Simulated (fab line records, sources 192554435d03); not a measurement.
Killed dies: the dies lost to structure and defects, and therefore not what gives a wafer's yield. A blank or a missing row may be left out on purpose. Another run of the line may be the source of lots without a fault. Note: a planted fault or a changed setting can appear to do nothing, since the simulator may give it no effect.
Chamber matching -- flow n5_finfet -- N5_BEOL_M8_STRIP_36 on rie_diel-05 has 4 sister chambers
The step strips in N2/H2. 8 wafers are shown with their chamber, then 8 later ones without.

WAFERS, EACH WITH ITS CHAMBER
wafer,chamber,showerhead_plenum_p_Torr (Torr),throttle_valve_pct (%)
L084.4,3,2.46,23.13
L087.2,3,2.46,23.11
L076.3,2,2.62,23.83
L090.4,2,2.61,23.80
L091.2,1,2.45,23.34
L091.5,0,2.55,23.57
L091.6,1,2.45,23.35
L093.2,0,2.55,23.60

WAFERS MISSING THEIR CHAMBER
wafer,showerhead_plenum_p_Torr (Torr),throttle_valve_pct (%)
L093.4,2.55,23.62
L093.6,2.45,23.35
L095.2,2.55,23.61
L095.5,2.45,23.15
L095.6,2.45,23.34
L096.2,2.55,23.62
L096.5,2.45,23.36
L096.6,2.45,23.17

WHICH CHAMBER EACH ONE RAN IN
wafer,from the rows above,in truth
L093.4,0,0
L093.6,1,1
L095.2,0,0
L095.5,3,3
L095.6,1,1
L096.2,0,0
L096.5,1,1
L096.6,3,3
Correct placement for 8 of the 8. From these rows, 0 cannot be placed. Number placed wrongly: 0.
How it was worked out, from the rows above alone: a wafer's distance from a chamber is the root of the sum, over the readings, of the square of ((its reading less the chamber's mean) divided by the reading's scatter). If the next closest chamber is less than 2 further off than the closest, the wafer can't be placed; otherwise it belongs to the closest. For every chamber, the mean is computed from those of its wafers that are shown. The scatter is the square root of a quotient: the sum, over the shown wafers, of each reading's squared deviation from its chamber's mean, divided by wafers minus chambers.
